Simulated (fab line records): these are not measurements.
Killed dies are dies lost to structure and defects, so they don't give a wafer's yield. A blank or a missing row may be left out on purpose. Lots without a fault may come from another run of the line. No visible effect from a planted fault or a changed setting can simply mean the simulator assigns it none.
Chamber matching	flow n5Finfet	4 sister chambers for N5_BEOL_M9_ETCH_61 on rieDiel-02
The step etches SiARC in CF4, target depth 39 nm, time 65 s. 4 wafers are shown with their chamber, then 9 later ones without.

## WAFERS WITH THEIR CHAMBER
wafer	chamber	drypumpMotorCurrentA (A)
L083.5	0	5.0
L090.1	3	5.4
L090.2	2	5.8
L090.3	1	5.2

## WAFERS WHOSE CHAMBER IS MISSING
wafer	drypumpMotorCurrentA (A)
L093.1	5.2
L093.4	5.0
L093.6	5.2
L094.2	5.7
L094.3	5.0
L094.6	5.2
L097.2	5.4
L097.3	5.2
L097.5	5.4

## EACH ONE'S CHAMBER
wafer	from the rows above	in truth
L093.1	1	1
L093.4	0	0
L093.6	1	1
L094.2	2	2
L094.3	0	0
L094.6	1	1
L097.2	3	3
L097.3	1	1
L097.5	3	3
Placed correctly: 9 of 9. Number that these rows cannot place: 0. Number placed wrongly: 0.
How it was worked out, from the rows above alone: a wafer's distance from a chamber is the root of the sum, over the readings, of the square of ((its reading less the chamber's mean) divided by the reading's scatter). The wafer belongs to the nearest chamber; if the next one is less than 2 further off, it can't be placed. Each chamber's mean is taken over the wafers shown for it. The scatter (one wafer shown for each chamber): square how far every hidden wafer sits from the nearest shown wafer, average those squares and take the square root.
